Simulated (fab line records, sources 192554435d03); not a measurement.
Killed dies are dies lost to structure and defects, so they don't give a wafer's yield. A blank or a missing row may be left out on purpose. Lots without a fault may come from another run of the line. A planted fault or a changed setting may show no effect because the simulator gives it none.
fab line records | flow n5_finfet
record lots=8 wafers=24 last_day=17
route steps=1938 shown MOL_CONTACT_COAG@530 BEOL_M4@1111
lots that met no fault: from a run of the same line without faults
start_h: hours from the record's first day to the start of the lot's first wafer shown | wait_h: hours since the lot's step before | " the same as in the row above | L1.1+2: a row that stands for several wafers | - no value, or no start given | * or withheld: withheld | < > ~ a bound
route shown NAME@n: a module of which the file shows steps, and the number in the route of the first | usual: mean/standard deviation of fault-free wafers | same: alike in all rows | chamber/n: place in a boat | sites: the reading at each site | _std_site: their standard deviation | _edge_site: outer sites' mean less inner sites' | radius_mm: how far each site lies from the wafer's centre | mask NAME#n: copy n | behind: the tool/chamber that last shaped the wafer | hold: why the lot was held/for how many hours/how that ended | device: the transistor (n, p or np) that didn't switch | end of line: the same wafers' tests at the end of the route | a step without rows: its recipe alone | killed: dies lost to structure and defects at the first sort, not the wafer's yield | map: a wafer's dies, x killed, . not, _ none there
set.NAME: the setting as run; set.NAME@STEP: as run at that earlier step | model.NAME: the simulator's own value behind a step, which no gauge read
steps of the route over a sample of lots; a table a step, a row a wafer
services: from which hour (start_h, from the record's first day; less than 0 if before it) a tool's chamber was out of use, for how many hours, and why
## steps
# step N5_MOL_CONTACT_COAG_ETCH_59
# recipe chemistry=N2/H2 target=underlayer target_depth_a=130 mask_material=CAR-EUV time_s=10.4 ion_energy_ev=200 pressure_mtorr=30 source_w=840 bias_w=150 n2_flow_sccm=200 h2_flow_sccm=200 ends=cleared
# usual drypump_motor_current_A=5.6/0.42 etch_rf_on_time_s=10.33/0.25 oes_product_au=0.66/0.072 rf_vpp_V=523.6/2.6 showerhead_plenum_p_Torr=2.53/0.084 throttle_valve_pct=17.78/0.21
# columns lot.wafer tool chamber start_h wait_h drypump_motor_current_A etch_rf_on_time_s oes_product_au rf_hours_counter_h rf_vpp_V showerhead_plenum_p_Torr throttle_valve_pct
L571.1 rie_diel-05 3 114.06 0.0 5.2 10.21 0.58 246 522.8 2.50 18.23
L571.2 " 1 " " 5.2 10.52 0.63 163 524.0 2.54 17.91
L571.5 " 1 " " 5.2 10.41 0.64 - 524.9 2.54 17.91
L572.2 rie_diel-06 2 121.50 0.0 5.6 10.85 0.58 236 521.0 2.41 17.87
L572.4 " 1 " " 5.4 10.40 0.68 114 524.9 2.55 17.39
L572.6 " 2 " " 5.7 10.94 0.57 - 517.9 2.41 17.87
L574.3 rie_diel-03 3 132.63 0.0 5.6 10.30 0.78 22 522.2 2.49 17.70
L574.5 " 3 " " 5.6 10.32 0.78 - 523.0 2.49 17.69
L574.6 " 0 " " 6.1 10.10 0.71 - 522.9 2.46 17.71
L585.1 rie_diel-06 0 197.41 0.0 5.0 10.71 0.59 244 526.2 2.61 18.08
L585.2 " 2 " " 5.6 10.80 0.80 5 529.4 2.72 17.51
L585.4 " 1 " " 5.4 10.19 0.66 145 525.1 2.53 17.44
L587.3 rie_diel-05 3 212.51 0.0 5.2 9.98 0.77 27 521.5 2.48 17.91
L587.4 " 2 " " 5.7 10.26 0.64 196 524.5 2.62 17.54
L587.5 " 0 " " 5.7 10.17 0.62 - 524.4 2.52 17.90
L588.1 rie_diel-06 2 213.59 0.0 5.7 10.61 0.79 10 528.3 2.72 17.54
L588.2 " 1 " " 5.4 10.18 0.66 150 525.2 2.53 17.47
L588.6 " 3 " " 6.4 10.42 0.60 - 520.1 2.41 17.79
L589.1 rie_diel-05 1 221.89 0.0 5.2 10.34 0.61 202 524.0 2.52 17.96
L589.2 " 3 " " 5.2 9.86 0.77 30 522.3 2.48 17.92
L589.5 " 3 " " 5.2 9.89 0.77 - 522.2 2.48 17.90
L590.1 rie_diel-06 1 225.88 0.0 5.4 10.20 0.65 153 523.8 2.53 17.47
L590.2 " 2 " " 5.7 10.64 0.78 14 527.9 2.72 17.53
L590.5 " 1 " " 5.4 10.16 0.66 - 523.6 2.53 17.47
# step N5_MOL_CONTACT_COAG_STRIP_98
# recipe chemistry=N2/H2 power_w=500 temp_c=40 pressure_mtorr=50 rf_frequency_hz=6e+07 overash_fraction=0.3 bias_power_w=8 h2_frac=0.5 n2_flow_sccm=300 h2_flow_sccm=300
# usual drypump_motor_current_A=5.6/0.43 oes_product_au=0.77/0.087 rf_vpp_V=54.2/1.5 showerhead_plenum_p_Torr=3.34/0.11 throttle_valve_pct=18.8/0.34
# columns lot.wafer tool chamber start_h wait_h drypump_motor_current_A oes_product_au rf_hours_counter_h rf_vpp_V showerhead_plenum_p_Torr throttle_valve_pct
L571.1 rie_diel-05 3 114.35 0.0 5.2 0.67 246 51.3 3.30 19.3
L571.2 " 1 " " 5.2 0.73 164 55.0 3.35 19.1
L571.5 " 1 " " 5.2 0.74 - 53.4 3.35 19.1
L572.2 rie_diel-06 2 121.80 0.0 5.7 0.69 236 53.4 3.19 18.7
L572.4 " 1 " " 5.4 0.76 114 53.4 3.37 18.1
L572.6 " 2 " " 5.6 0.69 - 52.1 3.19 18.7
L574.3 rie_diel-03 3 132.92 0.0 5.6 0.94 22 55.0 3.29 18.8
L574.5 " 3 " " 5.6 0.92 - 54.5 3.29 18.7
L574.6 " 0 " " 6.1 0.82 - 56.1 3.25 18.4
L585.1 rie_diel-06 0 197.70 0.0 5.0 0.69 244 54.9 3.44 19.2
L585.2 " 2 " " 5.7 0.95 5 54.1 3.58 18.4
L585.4 " 1 " " 5.4 0.76 145 56.5 3.35 18.1
L587.3 rie_diel-05 3 212.80 0.0 5.2 0.89 27 55.8 3.29 19.0
L587.4 " 2 " " 5.7 0.74 196 54.8 3.46 18.6
L587.5 " 0 " " 5.7 0.71 - 56.1 3.32 18.8
L588.1 rie_diel-06 2 213.88 0.0 5.7 0.94 10 55.7 3.58 18.4
L588.2 " 1 " " 5.4 0.76 150 52.7 3.35 18.2
L588.6 " 3 " " 6.4 0.69 - 52.6 3.18 18.8
L589.1 rie_diel-05 1 222.18 0.0 5.2 0.72 202 56.6 3.33 19.2
L589.2 " 3 " " 5.2 0.88 30 56.7 3.28 19.0
L589.5 " 3 " " 5.2 0.89 - 55.6 3.28 19.0
L590.1 rie_diel-06 1 226.18 0.0 5.4 0.76 154 55.7 3.34 18.2
L590.2 " 2 " " 5.7 0.92 14 58.5 3.58 18.4
L590.5 " 1 " " 5.4 0.76 - 54.6 3.34 18.2
# step N5_MOL_CONTACT_COAG_DESCUM_88
# recipe chemistry=O2 time_s=7 source_power_w=50 bias_power_w=20 pressure_mtorr=20 rf_frequency_hz=2.712e+07 temp_c=40 resist=CAR-EUV o2_flow_sccm=225
# usual drypump_motor_current_A=5.6/0.43 oes_product_au=0.77/0.089 rf_vpp_V=242.9/1.4 showerhead_plenum_p_Torr=2.08/0.072 throttle_valve_pct=20.38/0.21
# columns lot.wafer tool chamber start_h wait_h drypump_motor_current_A oes_product_au rf_hours_counter_h rf_vpp_V showerhead_plenum_p_Torr throttle_valve_pct
L571.1 rie_diel-05 0 122.78 0.0 5.7 0.72 175 242.0 2.08 20.45
L571.2 " 3 " " 5.2 0.68 248 242.8 2.05 20.76
L571.5 " 1 " " 5.2 0.74 - 242.7 2.09 20.41
L572.2 rie_diel-05 1 130.63 0.0 5.2 0.74 169 243.0 2.08 20.41
L572.4 " 0 " " 5.7 0.71 - 243.0 2.08 20.45
L572.6 " 2 " " 5.6 0.76 - 243.0 2.18 20.07
L574.3 rie_diel-05 3 143.68 0.0 5.2 0.98 1 243.5 2.05 20.46
L574.5 " 3 " " 5.2 0.98 - 243.2 2.05 20.46
L574.6 " 0 " " 5.7 0.72 - 243.8 2.07 20.46
L585.1 rie_diel-05 1 209.71 0.0 5.2 0.71 198 242.9 2.07 20.46
L585.2 " 0 " " 5.7 0.71 202 242.8 2.07 20.49
L585.4 " 3 " " 5.2 0.90 26 243.4 2.04 20.50
L587.3 rie_diel-05 1 222.88 0.0 5.2 0.72 202 241.7 2.07 20.46
L587.4 " 3 " " 5.2 0.89 30 241.6 2.04 20.50
L587.5 " 0 " " 5.7 0.70 - 242.7 2.07 20.49
L588.1 rie_diel-06 1 225.36 0.1 5.4 0.75 153 241.6 2.08 20.14
L588.2 " 2 " " 5.7 0.92 14 244.4 2.23 20.19
L588.6 " 3 " " 6.4 0.70 - 242.7 1.98 20.36
L589.1 rie_diel-03 2 232.17 0.1 6.2 0.72 191 241.6 2.00 20.52
L589.2 " 0 " " 6.1 0.79 120 240.4 2.03 20.56
L589.5 " 2 " " 6.2 0.71 - 240.8 2.00 20.53
L590.1 rie_diel-06 1 235.70 0.3 5.4 0.74 158 243.6 2.08 20.15
L590.2 " 3 " " 6.4 0.69 221 240.5 1.98 20.36
L590.5 " 1 " " 5.4 0.75 - 242.6 2.08 20.15
# step N5_MOL_CONTACT_COAG_ETCH_90
# recipe chemistry=CF4 target=SiARC target_depth_a=130 mask_material=CAR-EUV time_s=21.7 ion_energy_ev=80 pressure_mtorr=40 source_w=545 bias_w=36 Ar_flow_sccm=100 cf4_flow_sccm=100 ends=cleared
# usual cf4_flow_sccm=100.02/0.28 drypump_motor_current_A=5.6/0.43 etch_rf_on_time_s=21.6/0.48 oes_product_au=0.66/0.075 rf_vpp_V=184.0/1.1 showerhead_plenum_p_Torr=2.13/0.066 throttle_valve_pct=15.57/0.17
# columns lot.wafer tool chamber start_h wait_h cf4_flow_sccm drypump_motor_current_A etch_rf_on_time_s oes_product_au rf_hours_counter_h rf_vpp_V showerhead_plenum_p_Torr throttle_valve_pct
L571.1 rie_diel-05 0 122.83 0.0 99.54 5.7 21.4 0.63 175 182.9 2.13 15.67
L571.2 " 3 " " 99.65 5.2 21.3 0.59 248 184.1 2.11 16.02
L571.5 " 1 " " 99.85 5.2 21.7 0.64 - 185.6 2.13 15.62
L572.2 rie_diel-05 1 130.68 0.0 100.32 5.2 21.5 0.63 169 183.8 2.13 15.61
L572.4 " 0 " " 99.85 5.7 21.2 0.63 - 184.7 2.13 15.67
L572.6 " 2 " " 99.99 5.7 21.4 0.64 - 184.9 2.22 15.34
L574.3 rie_diel-05 3 143.73 0.0 100.20 5.2 20.9 0.85 1 182.8 2.10 15.55
L574.5 " 3 " " 100.19 5.2 20.9 0.84 - 184.1 2.11 15.55
L574.6 " 0 " " 100.28 5.7 21.3 0.63 - 183.7 2.13 15.70
L585.1 rie_diel-05 1 209.76 0.0 99.89 5.2 13.3 0.84 198 183.9 2.12 15.68
L585.2 " 0 " " 99.79 5.7 12.8 0.84 202 185.2 2.12 15.74
L585.4 " 3 " " 99.72 5.2 12.8 1.05 26 184.0 2.10 15.60
L587.3 rie_diel-05 1 222.94 0.0 99.74 5.2 13.2 0.83 202 184.0 2.12 15.67
L587.4 " 3 " " 100.00 5.2 12.7 1.05 30 184.9 2.10 15.62
L587.5 " 0 " " 99.95 5.7 13.0 0.83 - 185.9 2.12 15.74
L588.1 rie_diel-06 1 225.42 0.0 100.02 5.4 21.7 0.65 153 184.9 2.13 15.38
L588.2 " 2 " " 100.18 5.7 22.4 0.78 14 185.4 2.27 15.33
L588.6 " 3 " " 99.73 6.4 22.0 0.60 - 184.3 2.04 15.64
L589.1 rie_diel-03 2 232.23 0.0 99.73 6.2 21.0 0.63 191 182.2 2.04 15.66
L589.2 " 0 " " 100.01 6.1 21.2 0.67 120 182.7 2.07 15.67
L589.5 " 2 " " 99.57 6.2 21.0 0.63 - 182.3 2.04 15.65
L590.1 rie_diel-06 1 235.75 0.0 99.84 5.4 21.2 0.65 158 184.9 2.13 15.39
L590.2 " 3 " " 100.11 6.4 21.7 0.60 221 183.2 2.03 15.63
L590.5 " 1 " " 99.71 5.4 21.2 0.64 - 184.8 2.13 15.41
# step N5_BEOL_M4_RC_MEAS_101
# usual DIBL_N=35.8/1.8 DIBL_P=35.6/2 IOFF_N=0.148/0.028 IOFF_P=0.20/0.034 ION_N=672/12 ION_P=462/8.5 SS_N=71.2/0.65 SS_P=73.1/0.67 VT_N=251/3.3 VT_P=-251/3.8
# columns lot.wafer tool chamber start_h wait_h DIBL_N[mV/V] DIBL_P[mV/V] IOFF_N[nA/um] IOFF_P[nA/um] ION_N[uA/um] ION_P[uA/um] SS_N[mV/dec] SS_P[mV/dec] VT_N[mV] VT_P[mV]
L572.2 prober-01 0 196.57 0.2 37.6 36.9 0.169 0.20 693 465 71.9 73.8 245 -252
L572.4 " 0 " " 37.9 37.5 0.162 0.22 684 461 71.7 74.0 247 -249
L572.6 " 0 " " 36.8 35.5 0.147 0.18 675 462 71.4 72.9 251 -254
L571.1 prober-01 0 199.23 0.0 36.3 37.7 0.161 0.19 686 464 71.5 72.9 250 -256
L571.2 " 0 " " 35.4 38.2 0.152 0.20 674 463 71.5 72.6 252 -254
L571.5 " 0 " " 36.7 37.9 0.165 0.19 671 461 71.0 73.1 250 -256
L574.3 prober-01 0 202.41 0.3 38.1 36.8 0.191 0.26 692 481 71.9 72.9 247 -244
L574.5 " 0 " " 37.8 36.6 0.178 0.26 686 475 71.9 73.2 247 -242
L574.6 " 0 " " 37.9 36.3 0.174 0.23 685 468 71.4 73.2 248 -246
L585.1 prober-01 0 267.31 0.0 38.5 39.8 0.191 0.25 679 463 72.1 73.7 248 -248
L585.2 " 0 " " 35.8 34.5 0.137 0.17 663 454 71.6 73.0 252 -252
L585.4 " 0 " " 35.6 36.1 0.146 0.18 683 466 71.5 73.1 251 -255
L587.3 prober-02 0 283.24 0.3 36.4 33.2 0.145 0.16 671 454 71.8 73.0 253 -257
L587.4 " 0 " " 39.3 36.0 0.208 0.19 659 443 72.7 73.9 249 -253
L587.5 " 0 " " 37.4 35.8 0.170 0.20 685 459 71.3 73.8 249 -250
L588.1 prober-01 0 290.31 0.0 38.6 41.2 0.200 0.27 678 464 72.5 74.2 245 -247
L588.2 " 0 " " 37.8 39.5 0.181 0.24 684 462 71.2 73.9 247 -249
L588.6 " 0 " " 38.0 39.9 0.183 0.25 682 472 72.0 74.1 250 -247
L589.1 prober-02 0 306.87 0.0 35.8 35.0 0.147 0.19 677 463 71.3 72.4 250 -248
L589.2 " 0 " " 38.4 37.4 0.197 0.24 691 478 71.6 72.5 246 -247
L589.5 " 0 " " 35.3 33.1 0.138 0.18 682 464 71.0 71.9 254 -250
L590.1 prober-02 0 310.71 0.0 34.5 34.1 0.145 0.19 673 471 70.7 72.4 249 -249
L590.2 " 0 " " 35.1 35.6 0.163 0.21 687 470 70.5 72.9 246 -247
L590.5 " 0 " " 35.3 35.2 0.164 0.21 692 469 70.9 72.9 247 -247
## services
# columns tool chamber start_h hours kind
rie_diel-06 3 94.68 12.9 repair
rie_diel-03 1 121.14 - clean
rie_diel-03 1 121.14 - consumable_replace:focus_ring
rie_diel-03 1 121.14 33.9 scheduled_down
rie_diel-03 1 121.14 33.9 vent_cycle
rie_diel-05 3 128.67 - clean
rie_diel-05 3 128.67 - consumable_replace:focus_ring
rie_diel-05 3 128.67 11.6 scheduled_down
rie_diel-05 3 128.67 11.6 vent_cycle
rie_diel-06 2 158.01 - clean
rie_diel-06 2 158.01 - consumable_replace:focus_ring
rie_diel-06 2 158.01 - consumable_replace:showerhead
rie_diel-06 2 158.01 24.5 scheduled_down
rie_diel-06 2 158.01 24.5 vent_cycle
rie_diel-05 2 169.34 16.3 repair
rie_diel-05 0 170.33 5.8 repair
rie_diel-06 0 219.61 - clean
rie_diel-06 0 219.61 - consumable_replace:focus_ring
rie_diel-06 0 219.61 23.5 scheduled_down
rie_diel-06 0 219.61 23.5 vent_cycle
rie_diel-03 0 223.19 7.0 repair
## key
first_sign step=N5_MOL_CONTACT_COAG_ETCH_90 reading=etch_rf_on_time_s direction=down sigmas=18 usual=* struck=*
effect step=N5_MOL_CONTACT_COAG_ETCH_90 reading=oes_product_au direction=up sigmas=3.2 usual=0.66 struck=0.91
met_at N5_MOL_CONTACT_COAG_ETCH_90
struck_lots L585,L587
not_acting_at N5_MOL_CONTACT_COAG_ETCH_59,N5_MOL_CONTACT_COAG_STRIP_98,N5_MOL_CONTACT_COAG_DESCUM_88
onset_between 143.73 209.76
fault kind=process_parameter_drift tool=rie_diel-05 chamber=- onset_h=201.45 steps=N5_MOL_CONTACT_COAG_ETCH_90 channel=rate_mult offset=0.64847 shape=step end_h=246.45
